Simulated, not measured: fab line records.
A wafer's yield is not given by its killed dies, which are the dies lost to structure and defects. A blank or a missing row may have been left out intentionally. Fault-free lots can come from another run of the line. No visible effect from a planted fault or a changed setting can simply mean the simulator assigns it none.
Struck lot and sound lot, side by side | flow nandHarc | 30 steps out of a route of 1302
Sound: these wafers, L565.1, L565.3, L565.5. Struck: wafers L570.4, L570.5 (left out: L570.6, a lot-mate that was not struck); the cause follows at the end.
Each step with rows lists, per side, the tool, then ch with its chambers, then its first start. Under that, the readings that differ: sound wafers | struck wafers | difference of the means | sigmas: that difference in standard deviations of wafers without a fault.
alike: readings whose means differ by less than 2 such deviations, and words and numbers that are the same on both sides. not compared: withheld readings, readings that some wafer has no value for, bounds like >300 that may hide the same value, and numbers for which the record gives no deviation and whose values overlap.
The two part at a step that has a row with sigmas, a row that says differs or no value, or rows on one side only. Numbers that have no deviation but don't overlap get no sigmas and don't part them. A reading that every wafer of one side lacks parts them only if that side has two wafers or more.

first, 2 steps without rows for these wafers: NHARC_A_CHANNEL_HOLE_D2_PEB_08 (peb time 65 s); NHARC_A_CHANNEL_HOLE_D2_DEVELOP_09 (develop time 35 s).
NHARC_A_CHANNEL_HOLE_D2_CD_MEAS_10: target cd 100 nm.
  sound on cdSem-02 ch 0, day 14 20:46; struck on cdSem-01 ch 0, day 17 09:17
  alike: cdNm
NHARC_A_CHANNEL_HOLE_D2_OVL_MEAS_11:
  sound on overlay-02 at day 14 20:52; struck on overlay-01 at day 17 09:22
  alike: overlayXNm, overlayYNm
NHARC_A_CHANNEL_HOLE_D2_INSPECT_12:
  sound on defectInspect-01 at day 14 20:54; struck on defectInspect-02 at day 17 09:23
reading        | sound | struck | difference | sigmas
rawDefectCount | 5 5 8 | 63 66  | +58        | +3
NHARC_A_CHANNEL_HOLE_D2_DESCUM_15: chemistry O2, time 3 s.
  sound on rieDiel-10 ch 0,3, day 14 20:58; struck on rieDiel-12 ch 0,3, day 17 09:29
  alike: drypumpMotorCurrentA, mfcArSccm, oesProductAu, rfVppV, showerheadPlenumPTorr, throttleValvePct
  not compared: rfHoursCounterH
NHARC_A_CHANNEL_HOLE_D2_ETCH_38: etches the open film in CF4, target depth 39 nm, time 65 s.
  sound on rieDiel-10 ch 0,1,3, day 14 21:03; struck on rieDiel-12 ch 2,3, day 17 09:35
reading             | sound             | struck      | difference | sigmas
oesProductAu (a.u.) | 1.017 1.002 1.006 | 0.989 0.999 | -0.014     | -2
  alike: cf4FlowSccm, drypumpMotorCurrentA, mfcArSccm, rfVppV, showerheadPlenumPTorr, throttleValvePct
  not compared: rfHoursCounterH
then, 2 steps without rows for these wafers: NHARC_A_CHANNEL_HOLE_D2_ETCH_39 (etches the open film in N2/H2, target depth 260 nm, time 325 s); NHARC_A_CHANNEL_HOLE_D2_ETCH_34 (etches the open film in CF4/CHF3, target depth 154 nm, time 77 s).
NHARC_A_CHANNEL_HOLE_D2_ETCH_16: etches the open film in O2/COS, target depth 3100 nm, time 806 s.
  sound: rieDiel-10 ch 0,1,2; struck: rieDiel-12 ch 0,2
  alike: drypumpMotorCurrentA, mfcArSccm, oesProductAu, rfVppV, showerheadPlenumPTorr, throttleValvePct
  not compared: rfHoursCounterH
NHARC_A_CHANNEL_HOLE_D2_CD_MEAS_18:
  sound on cdSem-01 at day 14 22:04; struck on cdSem-01 at day 17 10:47
  alike: cdNm
NHARC_A_CHANNEL_HOLE_D2_ETCH_19: etches the open film in C4F8/O2/Ar, time 34.5 s.
  sound on harEtch-02 ch 1, day 14 22:08; struck on harEtch-02 ch 0, day 17 10:54
reading                      | sound          | struck    | difference | sigmas
showerheadPlenumPTorr (Torr) | 3.59 3.59 3.59 | 3.99 3.99 | +0.40      | +3
  alike: drypumpMotorCurrentA, mfcArSccm, throttleValvePct
  not compared: rfHoursCounterH
NHARC_A_CHANNEL_HOLE_D2_ETCH_20: etches the open film in C4F8/O2/Ar, time 361.9 s, target depth 1600 nm.
  sound on harEtch-02 ch 1, day 14 22:22; struck on harEtch-02 ch 0, day 17 11:07
reading                      | sound          | struck    | difference | sigmas
showerheadPlenumPTorr (Torr) | 3.56 3.56 3.56 | 3.93 3.93 | +0.37      | +3
  alike: drypumpMotorCurrentA, mfcArSccm, throttleValvePct
  not compared: rfHoursCounterH
then, 4 steps without rows for these wafers: NHARC_A_CHANNEL_HOLE_D2_ETCH_21 (etches the open film in C4F8/O2/Ar, time 514.3 s, target depth 1600 nm); NHARC_A_CHANNEL_HOLE_D2_ETCH_22 (etches the open film in C4F8/O2/Ar, time 666.7 s, target depth 1600 nm); NHARC_A_CHANNEL_HOLE_D2_ETCH_23 (etches the open film in C4F8/O2/Ar, time 819 s, target depth 1600 nm); NHARC_A_CHANNEL_HOLE_D2_ETCH_24 (etches the open film in C4F8/O2/Ar, time 906.2 s, target depth 1500 nm).
NHARC_A_CHANNEL_HOLE_D2_ETCH_25: etches the open film in C4F8/O2/Ar, time 1040.2 s, target depth 1500 nm.
  sound on harEtch-02 ch 1, day 15 03:57; struck on harEtch-02 ch 0, day 17 14:11
reading                      | sound          | struck    | difference | sigmas
showerheadPlenumPTorr (Torr) | 3.55 3.55 3.55 | 3.93 3.93 | +0.38      | +3
  alike: drypumpMotorCurrentA, mfcArSccm, throttleValvePct
  not compared: rfHoursCounterH
then, 9 steps without rows for these wafers: NHARC_A_CHANNEL_HOLE_D2_ETCH_26 (etches the open film in C4F8/O2/Ar, time 224.1 s, target depth 300 nm); NHARC_A_CHANNEL_HOLE_D2_ETCH_27 (etches the open film in C4F8/O2/Ar, time 90 s, target depth 400 nm); NHARC_A_CHANNEL_HOLE_D2_STRIP_41 (strips in N2/H2); NHARC_A_CHANNEL_HOLE_D2_STRIP_42 (strips in CF4/CHF3); NHARC_A_CHANNEL_HOLE_D2_STRIP_43 (strips in O2/COS); NHARC_A_CHANNEL_HOLE_D2_ETCH_44 (etches the open film in CF4/O2, target depth 140 nm, overetch 14 nm, time 77 s); NHARC_A_CHANNEL_HOLE_D2_STRIP_28 (strips in O2); NHARC_A_CHANNEL_HOLE_D2_PRECLEAN_29 (cleans in SC1); NHARC_A_CHANNEL_HOLE_D2_SRD_30.
NHARC_A_CHANNEL_HOLE_D2_CD_MEAS_31:
  sound on cdSem-03 at day 15 08:00; struck on cdSem-02 at day 17 16:22
  alike: cdNm
NHARC_A_CHANNEL_HOLE_D2_XSEM_32:
  sound on xsem-02 ch 0, day 15 08:05; struck on xsem-01 ch 0, day 17 16:27
reading    | sound          | struck      | difference | sigmas
bowNm (nm) | 8.75 8.64 8.69 | 10.18 10.23 | +1.51      | +5
  alike: botCdNm, tiltDeg
NHARC_A_CHANNEL_HOLE_D2_INSPECT_40:
  sound on defectInspect-02 at day 15 08:11; struck on defectInspect-02 at day 17 16:34
  alike: rawDefectCount

## WHERE THEY PART
At NHARC_A_CHANNEL_HOLE_D2_INSPECT_12 first; at NHARC_A_CHANNEL_HOLE_D2_XSEM_32 last (within this record only). Later steps at which nothing parts them and some readings are alike: NHARC_A_CHANNEL_HOLE_D2_INSPECT_40.

WHY: what had been put in by the simulator
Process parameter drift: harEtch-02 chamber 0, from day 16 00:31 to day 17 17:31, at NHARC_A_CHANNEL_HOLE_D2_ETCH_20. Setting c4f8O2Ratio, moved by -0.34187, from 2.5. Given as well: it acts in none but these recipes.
